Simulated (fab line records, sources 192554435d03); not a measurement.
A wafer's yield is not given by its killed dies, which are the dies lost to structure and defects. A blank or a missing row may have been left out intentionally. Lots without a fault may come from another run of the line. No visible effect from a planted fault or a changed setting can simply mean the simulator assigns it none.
fab line records	flow n5-finfet
record: lots: 6	wafers: 18	last-day: 16
route steps=1938 shown BEOL_M2@906 BEOL_M3@931 PASSIVATION@1936
lots untouched by any fault: they come from a run of this same line in which no faults occurred
start-h: hours from the record's first day to the start of the lot's first wafer shown	wait-h: time in hours since the lot's previous step	" same as the row above	L1.1+2: one row covering several wafers at once	- value missing, or start not given	* or withheld: withheld	< > ~ a bound
route shown NAME@n: names a module that has steps shown in the file, with the first one's number in the route	usual: mean and standard deviation over wafers with no fault	same: alike in all rows	chamber/n: place in a boat	sites: per-site readings	_std_site: how widely they spread, as a standard deviation	_edge_site: outer sites' mean less inner sites'	radius-mm: for every site, how far away it sits from the centre of the wafer	mask NAME#n: copy n	behind: tool/chamber where the wafer was last shaped	hold: reason for holding the lot/hours on hold/outcome of the hold	device: transistor that didn't switch, given as n, p or np	end of line: at the end of the route, the tests of the same wafers	a step with no rows: only its recipe	killed: dies lost to structure and defects at the first sort, not the wafer's yield	map: a wafer's dies, marking killed ones x, the rest . and places with no die _
set.NAME: setting as actually run; set.NAME@STEP: the setting as run at that earlier step	model.NAME: the simulator's own value behind a step, which no gauge read
lots at selected steps of the route; one table per step, one row per wafer
services: the hour from which a tool's chamber was out of use, counted from the record's first day as start-h (under 0 if before that day), plus the number of hours and why
== steps ==
step: N5_BEOL_M2_SPUTTER_79
recipe: material: Cu	target-thk-a: 45	temp-c: -20	chamber-pressure-pa: 0.07	power-w: withheld	time-s: 8.29
step: N5_BEOL_M2_ANNEAL_80
recipe: temp-c: 400	time-s: 240	ambient: vacuum
step: N5_BEOL_M2_SPUTTER_81
recipe: material: Cu	target-thk-a: 45	temp-c: -20	chamber-pressure-pa: 0.07	power-w: withheld	time-s: 8.29
step: N5_BEOL_M2_ANNEAL_82
recipe: temp-c: 400	time-s: 240	ambient: vacuum
step: N5_BEOL_M2_SPUTTER_86
recipe: material: Cu	target-thk-a: 45	temp-c: -20	chamber-pressure-pa: 0.07	power-w: withheld	time-s: 8.29
step: N5_BEOL_M2_ANNEAL_87
recipe: temp-c: 400	time-s: 240	ambient: vacuum
step: N5_BEOL_M2_SPUTTER_88
recipe: material: Cu	target-thk-a: 45	temp-c: -20	chamber-pressure-pa: 0.07	power-w: withheld	time-s: 8.29
step: N5_BEOL_M2_ANNEAL_89
recipe: temp-c: 400	time-s: 240	ambient: vacuum
usual: heater-power-w: 823/75
lot.wafer	tool	chamber	start-h	wait-h	heater-power-w
L912.2	pvd-sputter-03	-	139.15	0.0	777
L912.4	"	-	"	"	891
L912.5	"	-	"	"	792
L913.2	pvd-sputter-01	-	155.31	0.0	870
L913.3	"	-	"	"	851
L913.6	"	-	"	"	907
L918.1	pvd-sputter-03	-	183.81	0.0	800
L918.2	"	-	"	"	796
L918.6	"	-	"	"	811
L920.1	pvd-sputter-03	-	190.58	0.0	901
L920.2	"	-	"	"	703
L920.4	"	-	"	"	789
L929.1	pvd-sputter-01	-	244.08	0.0	871
L929.3	"	-	"	"	861
L929.5	"	-	"	"	891
L930.4	pvd-sputter-01	-	255.28	0.0	886
L930.5	"	-	"	"	861
L930.6	"	-	"	"	880
step: N5_BEOL_M2_SPUTTER_90
recipe: material: Cu	target-thk-a: 45	temp-c: -20	chamber-pressure-pa: 0.07	power-w: withheld	time-s: 8.29
step: N5_BEOL_M2_ANNEAL_91
recipe: temp-c: 400	time-s: 240	ambient: vacuum
usual: heater-power-w: 824/75
lot.wafer	tool	chamber	start-h	wait-h	heater-power-w
L912.2	pvd-sputter-03	-	139.37	0.0	799
L912.4	"	-	"	"	911
L912.5	"	-	"	"	789
L913.2	pvd-sputter-01	-	155.53	0.0	866
L913.3	"	-	"	"	889
L913.6	"	-	"	"	888
L918.1	pvd-sputter-03	-	184.03	0.0	786
L918.2	"	-	"	"	810
L918.6	"	-	"	"	793
L920.1	pvd-sputter-03	-	190.80	0.0	900
L920.2	"	-	"	"	701
L920.4	"	-	"	"	791
L929.1	pvd-sputter-01	-	244.30	0.0	902
L929.3	"	-	"	"	884
L929.5	"	-	"	"	893
L930.4	pvd-sputter-01	-	255.50	0.0	888
L930.5	"	-	"	"	874
L930.6	"	-	"	"	881
step: N5_BEOL_M2_SPUTTER_92
recipe: material: Cu	target-thk-a: 45	temp-c: -20	chamber-pressure-pa: 0.07	power-w: withheld	time-s: 8.29
usual: throttle-valve-pct: 29.7/1.2
lot.wafer	tool	chamber	start-h	wait-h	throttle-valve-pct
L912.2	pvd-sputter-03	-	139.51	0.1	29.4
L912.4	"	-	"	"	29.1
L912.5	"	-	"	"	29.5
L913.2	pvd-sputter-01	-	155.67	0.1	30.3
L913.3	"	-	"	"	30.7
L913.6	"	-	"	"	30.5
L918.1	pvd-sputter-03	-	184.17	0.1	29.6
L918.2	"	-	"	"	30.3
L918.6	"	-	"	"	30.2
L920.1	pvd-sputter-03	-	190.94	0.1	28.9
L920.2	"	-	"	"	27.6
L920.4	"	-	"	"	29.5
L929.1	pvd-sputter-01	-	244.44	0.1	30.4
L929.3	"	-	"	"	31.9
L929.5	"	-	"	"	30.5
L930.4	pvd-sputter-01	-	255.64	0.1	28.2
L930.5	"	-	"	"	30.4
L930.6	"	-	"	"	28.3
step: N5_BEOL_M2_ANNEAL_93
recipe: temp-c: 400	time-s: 240	ambient: vacuum
step: N5_BEOL_M2_SPUTTER_94
recipe: material: Cu	target-thk-a: 45	temp-c: -20	chamber-pressure-pa: 0.07	power-w: withheld	time-s: 8.29
usual: throttle-valve-pct: 29.7/1.2
lot.wafer	tool	chamber	start-h	wait-h	throttle-valve-pct
L912.2	pvd-sputter-03	-	139.73	0.1	29.7
L912.4	"	-	"	"	29.2
L912.5	"	-	"	"	29.7
L913.2	pvd-sputter-01	-	155.89	0.1	30.1
L913.3	"	-	"	"	30.6
L913.6	"	-	"	"	30.2
L918.1	pvd-sputter-03	-	184.39	0.1	29.5
L918.2	"	-	"	"	30.1
L918.6	"	-	"	"	30.1
L920.1	pvd-sputter-03	-	191.16	0.1	29.0
L920.2	"	-	"	"	27.5
L920.4	"	-	"	"	29.5
L929.1	pvd-sputter-01	-	244.66	0.1	30.5
L929.3	"	-	"	"	32.0
L929.5	"	-	"	"	30.4
L930.4	pvd-sputter-01	-	255.86	0.1	28.2
L930.5	"	-	"	"	30.2
L930.6	"	-	"	"	28.3
step: N5_BEOL_M2_ANNEAL_95
recipe: temp-c: 400	time-s: 240	ambient: vacuum
step: N5_BEOL_M2_SPUTTER_96
recipe: material: Cu	target-thk-a: 45	temp-c: -20	chamber-pressure-pa: 0.07	power-w: withheld	time-s: 8.29
step: N5_BEOL_M2_ECD_50
recipe: material: Cu	target-thk-a: 3000
step: N5_BEOL_M2_ANNEAL_51
recipe: temp-c: 225	time-s: 90	ambient: N2
step: N5_BEOL_M2_CMP_52
recipe: stop-on: SiOC	t-overpolish-s: 6.8	down-force-psi: 1	platen-rpm: 50	clearing-platen-down-force-psi: 1.5	clearing-platen-rpm: 50	post-cmp-clean: cu-alkaline	target-thk-nm: 40	clearing-platen-pad-velocity-m-s: 0.99484	pad-velocity-m-s: 0.99484
usual: barrier-field-endpoint-s: 24.9/0.67	clearing-platen-down-force-psi: 1.5001/0.0029	motor-current-A: 6.2/0.33	overpolish-run-s: 6.800/0.0091	time-to-endpoint-s: 63.5/2.8
lot.wafer	tool	chamber	start-h	wait-h	barrier-field-endpoint-s	clearing-platen-down-force-psi	motor-current-A	overpolish-run-s	time-to-endpoint-s
L912.2	cmp-03	3	140.45	0.2	24.9	1.5016	6.1	6.809	64.2
L912.4	"	1	"	"	24.7	1.5028	6.3	6.799	64.3
L912.5	"	3	"	"	24.4	1.5032	6.3	6.797	64.6
L913.2	cmp-03	3	156.67	0.3	24.5	1.5068	6.3	6.792	66.2
L913.3	"	0	"	"	23.4	1.5020	6.0	6.796	60.3
L913.6	"	1	"	"	24.5	1.4963	6.4	6.800	64.6
L918.1	cmp-01	1	185.24	0.3	24.7	1.4998	6.3	6.804	60.4
L918.2	"	2	"	"	26.2	1.4949	5.3	6.799	65.7
L918.6	"	3	"	"	25.9	1.5017	6.0	6.797	62.8
L920.4	cmp-03	3	191.95	0.2	24.7	1.4983	6.4	6.793	64.3
L920.1	"	0	"	"	24.4	1.5015	6.0	6.810	64.8
L920.2	"	1	"	"	23.8	1.4985	6.5	6.794	60.6
L929.3	cmp-03	3	245.85	0.4	23.5	1.4986	6.3	6.803	61.0
L929.1	"	0	"	"	23.4	1.4987	5.9	6.798	61.7
L929.5	"	2	"	"	24.1	1.5011	6.4	6.817	62.4
L930.4	cmp-02	0	259.69	0.2	24.9	1.4954	6.5	6.795	63.3
L930.5	"	2	"	"	26.0	1.4953	6.5	6.802	67.7
L930.6	"	3	"	"	25.0	1.5031	5.2	6.806	63.6
step: N5_BEOL_M2_PRE_CLEAN_60
recipe: gas: NH3/H2	time-s: 15	temp-c: *	rf-power-w: 300
usual: heater-power-w: 80/23
lot.wafer	tool	chamber	start-h	wait-h	heater-power-w
L912.2	cvd-co-01	0	140.78	0.0	75
L912.4	"	1	"	"	91
L912.5	"	2	"	"	98
L913.2	cvd-co-01	0	157.02	0.1	74
L913.3	"	1	"	"	90
L913.6	"	2	"	"	99
L918.1	cvd-co-01	1	185.50	0.0	91
L918.2	"	2	"	"	99
L918.6	"	1	"	"	89
L920.1	cvd-co-01	2	192.25	0.0	102
L920.2	"	1	"	"	89
L920.4	"	0	"	"	76
L929.1	cvd-co-01	0	246.11	0.0	77
L929.3	"	1	"	"	89
L929.5	"	0	"	"	75
L930.4	cvd-co-02	2	259.97	0.1	50
L930.5	"	1	"	"	43
L930.6	"	0	"	"	115
step: N5_BEOL_M2_CO_CAP_55
recipe: material: Co	target-thk-a: 20	temp-c: 200	precursor: CCTBA/H2	pressure-torr: 30	time-s: 102.1
step: N5_BEOL_M2_PRE_CLEAN_56
recipe: gas: NH3	time-s: 15	temp-c: withheld	rf-power-w: 300
step: N5_BEOL_M2_DEP_57
recipe: material: SiCN	target-thk-a: 80	temp-c: withheld	precursor: 3MS/NH3	pressure-torr: 3	rf-w: 202	time-s: 14
step: N5_BEOL_M2_RS_MEAS_58
recipe: thk-meas-gauge: four-point-probe	reads: Co_of_BEOL_M2_CO_CAP_55+Cu_of_BEOL_M2_ECD_50+Co_of_BEOL_M2_CVD_47+TaN_of_BEOL_M2_ALD_84
usual: M2_RS: 0.67/0.032
lot.wafer	tool	chamber	start-h	wait-h	M2_RS[ohm/sq]
L912.2	film-metro-01	-	141.02	0.1	0.62
L912.4	"	-	"	"	0.70
L912.5	"	-	"	"	0.66
L913.2	film-metro-01	-	157.25	0.1	0.64
L913.3	"	-	"	"	0.70
L913.6	"	-	"	"	0.68
L918.1	film-metro-01	-	185.72	0.0	0.67
L918.2	"	-	"	"	0.64
L918.6	"	-	"	"	0.66
L920.1	film-metro-02	-	192.47	0.0	0.67
L920.2	"	-	"	"	0.76
L920.4	"	-	"	"	0.70
L929.1	film-metro-02	-	246.33	0.0	0.71
L929.3	"	-	"	"	0.64
L929.5	"	-	"	"	0.73
L930.4	film-metro-02	-	260.17	0.0	0.69
L930.5	"	-	"	"	0.64
L930.6	"	-	"	"	0.69
step: N5_BEOL_M3_ILD_DEP_00
recipe: material: SiOC	target-thk-a: 790	temp-c: 350	precursor: DEMS/O2	pressure-torr: 5	rf-w: 500	time-s: 15.3
step: N5_BEOL_M3_THK_MEAS_01
recipe: reads: SiOC_of_BEOL_M3_ILD_DEP_00
usual: M3_ILD_THK: 79.1/1
lot.wafer	tool	chamber	start-h	wait-h	M3_ILD_THK[nm]
L912.2	film-metro-02	-	141.15	0.1	78.4
L912.4	"	-	"	"	79.6
L912.5	"	-	"	"	79.1
L913.2	film-metro-02	-	157.38	0.1	79.1
L913.3	"	-	"	"	78.5
L913.6	"	-	"	"	79.8
L918.1	film-metro-02	-	185.85	0.0	77.7
L918.2	"	-	"	"	78.5
L918.6	"	-	"	"	78.7
L920.1	film-metro-02	-	192.60	0.0	78.2
L920.2	"	-	"	"	79.2
L920.4	"	-	"	"	78.2
L929.1	film-metro-01	-	246.46	0.0	76.2
L929.3	"	-	"	"	79.1
L929.5	"	-	"	"	77.8
L930.4	film-metro-02	-	260.32	0.1	80.5
L930.5	"	-	"	"	79.6
L930.6	"	-	"	"	81.1
step: N5_BEOL_M3_PECVD_72
recipe: material: SiO2	target-thk-a: 160	temp-c: 400	precursor: TEOS/O2	pressure-torr: 5.5	rf-w: 450	teos-flow-sccm: 53.8	gas: O2	flow-sccm: 3000	time-s: 18
step: N5_BEOL_M3_HM_DEP_02
recipe: material: TiN	target-thk-a: 200	temp-c: 25	chamber-pressure-pa: 0.49996
step: N5_BEOL_M3_COAT_61
recipe: resist: SOC	temp-c: 250	time-s: 60	spin-rpm: 1500	resist-thk-nm: 60
step: N5_BEOL_M3_COAT_62
recipe: resist: SiARC	temp-c: 220	time-s: 60	spin-rpm: 1500	resist-thk-nm: 12
step: N5_BEOL_M3_COAT_73
recipe: resist: underlayer	temp-c: 205	time-s: 60	spin-rpm: 1500	resist-thk-nm: 5
step: N5_BEOL_M3_COAT_05
recipe: resist: CAR-EUV	spin-rpm: 1500	resist-thk-nm: 30
step: N5_BEOL_M3_EBR_07
recipe: solvent: PGMEA	ebr-width-mm: 1.5
step: N5_BEOL_M3_SOFTBAKE_06
recipe: temp-c: 110	time-s: 60	resist: CAR-EUV
step: N5_BEOL_M3_EXPOSE_08
recipe: mask-id: M3	na: 0.33	source-shape: dipole	sigma-inner: 0.369	sigma-outer: 0.767	polarization: unpolarized	dose-mj: 33
step: N5_BEOL_M3_PEB_09
recipe: peb-temp-c: 100	peb-time-s: 60	resist: CAR-EUV
step: N5_BEOL_M3_DEVELOP_10
recipe: develop-time-s: 30	developer: TMAH	resist: CAR-EUV	rinse-liquid: surfactant-rinse	dry: air-spin	dev-temp-c: 23
step: N5_BEOL_M3_CD_MEAS_11
recipe: target-cd-nm: 17.05	landing-energy-ev: 500	detector: se-inlens	polarity: opening
usual: cd-nm: 17.19/0.24
lot.wafer	tool	chamber	start-h	wait-h	cd-nm
L912.2	cd-sem-02	0	142.25	-	16.64
L912.4	"	0	"	"	17.15
L912.5	"	0	"	"	16.84
L913.2	cd-sem-02	0	158.04	-	17.12
L913.3	"	0	"	"	17.24
L913.6	"	0	"	"	17.05
L918.1	cd-sem-02	0	186.46	-	17.01
L918.2	"	0	"	"	17.52
L918.6	"	0	"	"	17.09
L920.1	cd-sem-01	0	195.15	-	17.17
L920.2	"	0	"	"	17.40
L920.4	"	0	"	"	16.97
L929.1	cd-sem-03	0	247.93	-	17.23
L929.3	"	0	"	"	17.09
L929.5	"	0	"	"	17.12
L930.4	cd-sem-03	0	261.02	-	17.13
L930.5	"	0	"	"	17.06
L930.6	"	0	"	"	17.24
step: N5_BEOL_M3_OVL_MEAS_12
recipe: points-per-wafer: 522
usual: M3_OVL: -0.1/0.68
lot.wafer	tool	chamber	start-h	wait-h	M3_OVL[nm]
L912.2	overlay-01	0	142.29	0.0	0.2
L912.4	"	0	"	"	-0.1
L912.5	"	0	"	"	-0.1
L913.2	overlay-02	0	158.08	0.0	0.3
L913.3	"	0	"	"	-0.4
L913.6	"	0	"	"	0.1
L918.1	overlay-01	0	186.49	0.0	0.8
L918.2	"	0	"	"	0.2
L918.6	"	0	"	"	-0.1
L920.1	overlay-02	0	195.18	0.0	0.3
L920.2	"	0	"	"	-0.1
L920.4	"	0	"	"	1.3
L929.1	overlay-02	0	247.96	0.0	-1.1
L929.3	"	0	"	"	-1.0
L929.5	"	0	"	"	-1.2
L930.4	overlay-02	0	261.06	0.0	-0.1
L930.5	"	0	"	"	0.5
L930.6	"	0	"	"	-0.1
step: N5_BEOL_M3_DESCUM_16
recipe: chemistry: O2	time-s: 7	source-power-w: 50	bias-power-w: 20	pressure-mtorr: 20	rf-frequency-hz: 2.712e+07	temp-c: 40	resist: CAR-EUV	o2-flow-sccm: 225
step: N5_PASSIVATION_PROBE_49
usual: defect-limited-yield: 91.3/1.5	killed_at_M0_to_M3: 35/8.7	killed_at_M4_up: 14/5.5	killed-at-contacts: 11/5.6	killed-at-front-end: 39/13	killed-at-other: 3.7/2.2	killed-dies: 103/18	killed-on-rim: 14/4.4	killed-open: 69/14	killed-short: 33/7.8	sort_bin_5_function: 5.1/0.99	sort_bin_6_memory: 3.3/0.67	sort-n-pass: 1077/18	sort-yield-pct: 91.2/1.5
same: gross-dies: 1180	killed-at-back-side: 0	sort_bin_4_leakage[%]: 0	sort_bin_8_speed[%]: 0
lot.wafer	tool	chamber	start-h	wait-h	defect-limited-yield[%]	killed_at_M0_to_M3	killed_at_M4_up	killed-at-contacts	killed-at-front-end	killed-at-other	killed-dies	killed-on-rim	killed-open	killed-short	sort_bin_5_function[%]	sort_bin_6_memory[%]	sort-n-pass	sort-yield-pct[%]
L912.2	prober-02	-	267.66	0.1	91.9	32	8	19	35	2	96	16	67	28	5.4	2.5	1084	91.9
L912.4	prober-02	-	267.76	0.2	90.7	45	14	11	34	6	110	13	75	30	5.1	4.2	1070	90.7
L912.5	prober-02	-	267.81	0.2	91.3	36	13	16	35	3	103	12	72	29	5.8	2.7	1077	91.3
L913.2	prober-02	-	286.78	0.1	88.9	33	8	10	79	1	131	15	90	40	6.2	4.7	1049	88.9
L913.3	prober-02	-	286.83	0.1	91.5	22	13	16	47	2	100	16	77	21	5.3	2.9	1080	91.5
L913.6	prober-02	-	286.98	0.3	90.8	19	14	14	56	5	108	21	68	39	4.7	4.0	1072	90.8
L920.1	prober-01	-	312.86	0.0	89.2	69	10	16	33	0	128	25	55	24	6.9	2.3	1052	89.2
L920.2	prober-01	-	312.91	0.1	80.1	138	12	21	60	4	235	15	93	33	12.0	5.1	945	80.1
L920.4	prober-01	-	313.01	0.2	86.9	85	18	8	39	5	155	27	70	30	7.9	4.1	1025	86.9
L918.1	prober-02	-	313.85	0.0	84.8	110	8	5	50	6	179	29	80	40	9.6	3.9	1001	84.8
L918.2	prober-02	-	313.90	0.1	87.5	106	15	4	14	9	148	24	42	30	8.1	2.9	1032	87.5
L918.6	prober-02	-	314.10	0.3	86.1	103	6	10	42	3	164	32	59	38	8.8	3.3	1016	86.1
L930.4	prober-02	-	377.76	0.2	92.4	33	9	12	33	3	90	10	51	37	3.7	3.5	1090	92.4
L930.5	prober-02	-	377.81	0.2	92.6	32	9	9	32	5	87	5	52	32	3.6	3.4	1093	92.6
L930.6	prober-02	-	377.86	0.3	91.6	43	7	10	33	6	99	15	59	39	5.5	2.3	1081	91.6
L929.1	prober-01	-	377.95	0.0	94.5	23	12	5	21	4	65	15	41	22	3.6	1.7	1115	94.5
L929.3	prober-01	-	378.05	0.1	94.7	12	11	18	12	9	62	11	38	20	2.5	2.5	1118	94.7
L929.5	prober-01	-	378.15	0.2	94.4	30	13	4	14	5	66	9	51	15	3.3	2.3	1114	94.4
killed by level:class
L912.2 BEOL_M3:geometric-particle:open=14 STI_FIN_REVEAL:geometric-particle:open=12 MOL_CONTACT_COAG:geometric-particle:open=12 FIN_SAQP:geometric-particle:open=9 MOL_CONTACT_COAG:geometric-particle:short=7 BEOL_M0_SAQP:geometric-particle:open=6 BEOL_M0_SAQP:geometric-particle:short=5 FIN_SAQP:geometric-particle:short=2
L912.4 STI_FIN_REVEAL:geometric-particle:open=14 BEOL_M0_SAQP:geometric-particle:open=11 BEOL_M2:geometric-particle:open=9 BEOL_M3:geometric-particle:open=8 MOL_CONTACT_COAG:geometric-particle:open=7 BEOL_M0_SAQP:geometric-particle:short=7 BEOL_M4:geometric-particle:open=6 FIN_SAQP:geometric-particle:short=4
L912.5 MOL_CONTACT_COAG:geometric-particle:open=13 BEOL_M0_SAQP:geometric-particle:open=10 FIN_SAQP:geometric-particle:open=8 STI_FIN_REVEAL:geometric-particle:open=8 BEOL_M3:geometric-particle:open=7 BEOL_M0_SAQP:geometric-particle:short=5 BEOL_M2:geometric-particle:open=4 STARTING-WAFER:geometric-particle:open=4
L913.2 FIN_SAQP:geometric-particle:open=21 FIN_SAQP:geometric-particle:short=18 STI_FIN_REVEAL:geometric-particle:open=16 BEOL_M0_SAQP:geometric-particle:short=11 BEOL_M2:geometric-particle:open=9 DUMMY_GATE:geometric-particle:open=9 MOL_CONTACT_COAG:geometric-particle:open=8 BEOL_M0_SAQP:geometric-particle:open=8
L913.3 STI_FIN_REVEAL:geometric-particle:open=16 MOL_CONTACT_COAG:geometric-particle:open=13 FIN_SAQP:geometric-particle:open=11 FIN_SAQP:geometric-particle:short=9 BEOL_M2:geometric-particle:open=7 BEOL_M0_SAQP:geometric-particle:open=7 BEOL_M0_SAQP:geometric-particle:short=4 BEOL_M4:geometric-particle:open=4
L913.6 FIN_SAQP:geometric-particle:open=12 MOL_CONTACT_COAG:geometric-particle:open=11 STI_FIN_REVEAL:geometric-particle:open=9 FIN_SAQP:geometric-particle:short=8 GATE_CUT:geometric-particle:short=8 STI_FIN_REVEAL:geometric-particle:short=6 BEOL_M1:geometric-particle:open=6 BEOL_M2:geometric-particle:open=5
L920.1 BEOL_M2:unspecified=49 MOL_CONTACT_COAG:geometric-particle:open=12 BEOL_M2:geometric-particle:open=7 STARTING-WAFER:geometric-particle:short=6 GATE_CUT:geometric-particle:open=5 DUMMY_GATE:geometric-particle:open=4 MOL_CONTACT_COAG:geometric-particle:short=4 BEOL_M1:geometric-particle:open=4
L920.2 BEOL_M2:unspecified=104 FIN_SAQP:geometric-particle:open=16 MOL_CONTACT_COAG:geometric-particle:open=14 BEOL_M2:geometric-particle:open=12 DUMMY_GATE:geometric-particle:open=10 BEOL_M3:geometric-particle:open=8 GATE_CUT:geometric-particle:short=7 MOL_CONTACT_COAG:geometric-particle:short=7
L920.4 BEOL_M2:unspecified=55 DUMMY_GATE:geometric-particle:open=11 BEOL_M1:geometric-particle:open=10 MOL_CONTACT_COAG:geometric-particle:open=7 GATE_CUT:geometric-particle:short=6 BEOL_M2:geometric-particle:open=6 FIN_SAQP:geometric-particle:open=5 BEOL_M0_SAQP:geometric-particle:short=5
L918.1 BEOL_M2:unspecified=59 FIN_SAQP:geometric-particle:short=14 BEOL_M0_SAQP:geometric-particle:open=12 BEOL_M1:geometric-particle:open=11 FIN_SAQP:geometric-particle:open=9 BEOL_M0_SAQP:geometric-particle:short=9 BEOL_M2:geometric-particle:open=8 DUMMY_GATE:geometric-particle:open=7
L918.2 BEOL_M2:unspecified=75 BEOL_M2:geometric-particle:open=9 BEOL_M3:geometric-particle:short=6 BEOL_M4:geometric-particle:open=5 BEOL_M0_SAQP:geometric-particle:short=4 BEOL_M1:geometric-particle:open=4 BEOL_M1:geometric-particle:short=4 FIN_SAQP:geometric-particle:short=3
L918.6 BEOL_M2:unspecified=67 FIN_SAQP:geometric-particle:open=9 GATE_CUT:geometric-particle:short=9 MOL_CONTACT_COAG:geometric-particle:open=9 BEOL_M0_SAQP:geometric-particle:short=8 STI_FIN_REVEAL:geometric-particle:open=8 BEOL_M0_SAQP:geometric-particle:open=8 BEOL_M1:geometric-particle:open=8
L930.4 FIN_SAQP:geometric-particle:short=10 MOL_CONTACT_COAG:geometric-particle:open=10 BEOL_M0_SAQP:geometric-particle:short=9 BEOL_M2:geometric-particle:open=8 DUMMY_GATE:geometric-particle:open=6 BEOL_M1:geometric-particle:open=5 FIN_SAQP:geometric-particle:open=4 BEOL_M0_SAQP:geometric-particle:open=4
L930.5 MOL_CONTACT_COAG:geometric-particle:open=8 BEOL_M0_SAQP:geometric-particle:short=8 STI_FIN_REVEAL:geometric-particle:open=7 FIN_SAQP:geometric-particle:open=6 BEOL_M2:geometric-particle:open=6 FIN_SAQP:geometric-particle:short=5 DUMMY_GATE:geometric-particle:open=5 BEOL_M0_SAQP:geometric-particle:open=5
L930.6 BEOL_M2:geometric-particle:open=14 BEOL_M0_SAQP:geometric-particle:open=11 FIN_SAQP:geometric-particle:short=10 MOL_CONTACT_COAG:geometric-particle:open=8 BEOL_M0_SAQP:geometric-particle:short=6 BEOL_M2:geometric-particle:short=4 FIN_SAQP:geometric-particle:open=3 DUMMY_GATE:geometric-particle:open=3
L929.1 BEOL_M2:geometric-particle:open=6 STI_FIN_REVEAL:geometric-particle:open=5 STARTING-WAFER:geometric-particle:short=5 BEOL_M1:geometric-particle:open=4 FIN_SAQP:geometric-particle:open=3 MOL_CONTACT_COAG:geometric-particle:open=3 BEOL_M0_SAQP:geometric-particle:short=3 BEOL_M0_SAQP:geometric-particle:open=3
L929.3 MOL_CONTACT_COAG:geometric-particle:open=14 MOL_CONTACT_COAG:geometric-particle:short=4 FIN_SAQP:geometric-particle:open=3 BEOL_M3:geometric-particle:open=3 ILD0:geometric-particle:short=3 BEOL_M5:coat-microbubble-printed=3 BEOL_M4:geometric-particle:open=3 BEOL_M4:geometric-particle:short=3
L929.5 BEOL_M3:geometric-particle:open=10 BEOL_M0_SAQP:geometric-particle:open=7 BEOL_M2:geometric-particle:open=7 STI_FIN_REVEAL:geometric-particle:short=5 STI_FIN_REVEAL:geometric-particle:open=4 MOL_CONTACT_COAG:geometric-particle:open=4 BEOL_M5:geometric-particle:open=4 BEOL_M0_SAQP:geometric-particle:short=3
map L918.1 (x killed, . not)
_________________.xx....xx...________________
______________......x....x.....x_____________
___________........................__________
__________x..........x..x.x.x......._________
________.............................._______
_______.....x................x.........______
______.x.....................x.x........_____
_____.............x......x......x..x.x...____
____..x..........x..................x...x.___
___......x...........xx......xx.......x....__
___.xx.x.xxx.......x...x.......x...........__
__xxxx......x........xx.....x..............._
__xxx.xx..................x..........x......_
_xxx.x..............x........................
_xxxxxx..x.......x.....................x.x...
_xxxxxxx.........x..x....x...x..x.x...x......
_xxxxxxxx.........x..xxx................x...x
_xxxxxx........x..x..............x...........
_xxxxxx.......x.........x................xx..
_xxxxx...........x.x.xx................x...x.
_xxxxx.x.........x..........x...........x....
__xx....x.................xx................_
__.x...x......x..........x.........x........_
___........x...........x..x..............x.__
___.x.....x...............x..........x.....__
____...x....x..........xxx.........x......___
_____.....................x..x..........x____
______..........x......................._____
_______..x.....x.x.x.x.......x.........______
________..........x..................._______
__________....x....................._________
___________............x....x......__________
______________.................._____________
_________________..x.....x.x.________________
map L920.2 (x killed, . not)
_________________..x..x......________________
______________...x...........x.._____________
___________.......x................__________
__________....x....................._________
________........x..x....xx............_______
_______................x...xx.......x..______
______...x...................x....x.xx.._____
_____....x.....................xx.x.xx...____
____.......x.....x.....x..........xxxxxxx.___
___..........x......x.........x.xxxxxxxxxx.__
___.......x.........x.x......x.xxxxxxxxxxxx__
__.....................x.....xxxxxxxxxxxxxx._
__.............xx.............x.xxxxxxxxxxx._
_.........x....x.......x.x.x..x..x.xxxxxxxxxx
_.....x.x.............x........xxxxxxxxxxxxx.
_...................x..........xxxxxxxxx..x..
_...x...x.xx........x.x............x.xx...x..
_x.......xxx...x.............x....xxxxx...x..
_....x..x...x....x......x..x........x........
_..x.x..x....x.....x....xx.xx............x...
_...........x...xx...x.......x...x....x..x...
__.....................x...x.x....x.....x..._
__........x..x...................x.x.x....x._
___......x......x...x.x..x..........x......__
___.......xx....x.x.x.........x.x.x........__
____.............................x.....x..___
_____...x....x.....x......x..............____
______.x..........x......x.x........x..._____
_______..x........xx...x.x..x..........______
________...........x.x................_______
__________x..x................x.x..x_________
___________............x...........__________
______________.......x.........._____________
_________________............________________
== services ==
tool	chamber	start-h	hours	kind
cvd-co-02	2	117.34	1.5	repair
cmp-01	-	123.52	5.5	pm
cmp-02	-	127.19	4.0	pm
cmp-02	-	131.19	-	consumable-replace:conditioner
cmp-02	-	131.19	-	consumable-replace:pad
cvd-co-02	-	133.61	14.6	pm
cmp-01	-	145.63	2.8	repair
cmp-01	-	150.54	10.2	pm
pvd-sputter-01	-	166.67	1.7	repair
cmp-02	-	179.60	1.8	repair
cmp-01	-	189.80	1.9	repair
cmp-01	-	193.31	2.1	repair
cvd-co-01	-	195.01	0.2	repair
cvd-co-02	0	214.70	22.8	repair
cmp-03	-	221.66	4.0	pm
cmp-02	-	223.84	3.7	repair
cmp-03	-	225.66	-	consumable-replace:conditioner
cmp-03	-	225.66	-	consumable-replace:pad
cvd-co-02	2	232.10	17.3	repair
cmp-03	-	248.75	2.2	repair
== key ==
first-sign: step: N5_PASSIVATION_PROBE_49	reading: killed_at_M0_to_M3	direction: up	sigmas: 7.7	usual: 35	struck: 102
effect: step: N5_PASSIVATION_PROBE_49	reading: killed-dies	direction: up	sigmas: 3.7	usual: 103	struck: 168
more-kills-born-at: N5_BEOL_M2_SPUTTER_94@pvd-sputter-03: 409
met-at N5_BEOL_M2_SPUTTER_94
struck-wafers L918.1,L918.2,L918.6,L920.1,L920.2,L920.4
onset-between 139.73 184.39
also-fits N5_BEOL_M2_ANNEAL_89:pvd-sputter-03,N5_BEOL_M2_ANNEAL_91:pvd-sputter-03,N5_BEOL_M2_SPUTTER_92:pvd-sputter-03
fault: kind: chamber-particle-source	tool: pvd-sputter-03	chamber: -	onset-h: 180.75	steps: N5_BEOL_M2_SPUTTER_94	rate-per-visit-cm2: 0.83668	end-h: 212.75
